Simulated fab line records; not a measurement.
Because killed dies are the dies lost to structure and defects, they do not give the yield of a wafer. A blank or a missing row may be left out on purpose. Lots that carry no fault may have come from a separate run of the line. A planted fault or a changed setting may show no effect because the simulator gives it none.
Chamber matching || flow nand_harc || rie_si-05 running NHARC_A_CHANNEL_FILL_D1_ETCHBACK_19: 4 sister chambers
The step etches the open film in HBr/Cl2, target depth 5 nm, time 1.7 s. 14 wafers are shown with their chamber, then 7 later ones without.

== EACH WAFER AND ITS CHAMBER ==
{"wafer": "L077.1", "chamber": 3, "oes_product_au (a.u.)": 0.992, "throttle_valve_pct (%)": 26.397, "bias_w (W)": 99.6}
{"wafer": "L077.2", "chamber": 0, "oes_product_au (a.u.)": 0.996, "throttle_valve_pct (%)": 26.400, "bias_w (W)": 99.4}
{"wafer": "L077.5", "chamber": 2, "oes_product_au (a.u.)": 1.010, "throttle_valve_pct (%)": 26.396, "bias_w (W)": 99.9}
{"wafer": "L079.2", "chamber": 2, "oes_product_au (a.u.)": 1.017, "throttle_valve_pct (%)": 26.413, "bias_w (W)": 100.0}
{"wafer": "L079.3", "chamber": 3, "oes_product_au (a.u.)": 0.994, "throttle_valve_pct (%)": 26.406, "bias_w (W)": 100.4}
{"wafer": "L079.5", "chamber": 3, "oes_product_au (a.u.)": 0.995, "throttle_valve_pct (%)": 26.407, "bias_w (W)": 100.1}
{"wafer": "L081.1", "chamber": 3, "oes_product_au (a.u.)": 1.000, "throttle_valve_pct (%)": 26.402, "bias_w (W)": 100.2}
{"wafer": "L081.3", "chamber": 1, "oes_product_au (a.u.)": 0.995, "throttle_valve_pct (%)": 26.390, "bias_w (W)": 100.1}
{"wafer": "L081.5", "chamber": 0, "oes_product_au (a.u.)": 0.991, "throttle_valve_pct (%)": 26.422, "bias_w (W)": 99.9}
{"wafer": "L084.1", "chamber": 2, "oes_product_au (a.u.)": 0.999, "throttle_valve_pct (%)": 26.410, "bias_w (W)": 99.8}
{"wafer": "L084.3", "chamber": 0, "oes_product_au (a.u.)": 0.995, "throttle_valve_pct (%)": 26.396, "bias_w (W)": 99.4}
{"wafer": "L084.4", "chamber": 3, "oes_product_au (a.u.)": 0.986, "throttle_valve_pct (%)": 26.400, "bias_w (W)": 99.7}
{"wafer": "L086.1", "chamber": 3, "oes_product_au (a.u.)": 1.009, "throttle_valve_pct (%)": 26.401, "bias_w (W)": 100.0}
{"wafer": "L086.4", "chamber": 2, "oes_product_au (a.u.)": 1.003, "throttle_valve_pct (%)": 26.404, "bias_w (W)": 100.5}

SIGNATURES, as means of the wafers listed above
{"reading": "oes_product_au", "chamber 0": 0.99400, "chamber 1": 0.99500, "chamber 2": 1.00725, "chamber 3": 0.99600, "scatter within a chamber": 0.00713}
{"reading": "throttle_valve_pct", "chamber 0": 26.40600, "chamber 1": 26.39000, "chamber 2": 26.40575, "chamber 3": 26.40217, "scatter within a chamber": 0.00795}
{"reading": "bias_w", "chamber 0": 99.567, "chamber 1": 100.100, "chamber 2": 100.050, "chamber 3": 100.000, "scatter within a chamber": 0.303}
Rule: distance of a wafer from a chamber = root of the sum over the readings of ((wafer's reading minus chamber's mean) / reading's scatter) squared. If the next closest chamber is less than 2 further off than the closest, the wafer can't be placed; otherwise it belongs to the closest. The scatter: the root of (the sum of the squares of (reading less its chamber's mean) over the shown wafers, divided by (wafers less chambers)).

== WAFERS WITH NO CHAMBER GIVEN ==
{"wafer": "L086.5", "oes_product_au (a.u.)": 0.997, "throttle_valve_pct (%)": 26.395, "bias_w (W)": 100.0}
{"wafer": "L090.1", "oes_product_au (a.u.)": 0.991, "throttle_valve_pct (%)": 26.398, "bias_w (W)": 99.8}
{"wafer": "L090.4", "oes_product_au (a.u.)": 1.004, "throttle_valve_pct (%)": 26.411, "bias_w (W)": 99.8}
{"wafer": "L090.5", "oes_product_au (a.u.)": 0.995, "throttle_valve_pct (%)": 26.403, "bias_w (W)": 99.9}
{"wafer": "L095.2", "oes_product_au (a.u.)": 1.001, "throttle_valve_pct (%)": 26.383, "bias_w (W)": 99.9}
{"wafer": "L095.4", "oes_product_au (a.u.)": 1.003, "throttle_valve_pct (%)": 26.405, "bias_w (W)": 100.1}
{"wafer": "L095.5", "oes_product_au (a.u.)": 0.988, "throttle_valve_pct (%)": 26.388, "bias_w (W)": 100.2}

== CHAMBER TAKEN BY EACH ==
{"wafer": "L086.5", "from the rows above": "can't be placed: 1 or 3 or 2 or 0", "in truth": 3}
{"wafer": "L090.1", "from the rows above": "can't be placed: 3 or 0 or 1 or 2", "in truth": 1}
{"wafer": "L090.4", "from the rows above": "can't be placed: 2 or 3 or 0 or 1", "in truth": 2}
{"wafer": "L090.5", "from the rows above": "can't be placed: 3 or 0 or 1 or 2", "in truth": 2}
{"wafer": "L095.2", "from the rows above": "can't be placed: 1 or 3 or 2 or 0", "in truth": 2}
{"wafer": "L095.4", "from the rows above": "can't be placed: 2 or 3 or 0 or 1", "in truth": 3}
{"wafer": "L095.5", "from the rows above": "can't be placed: 1 or 3", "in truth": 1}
Correctly placed: 0 of 7. Not placeable from these rows: 7 (in 7, the candidates include the true chamber). 0 placed wrongly.
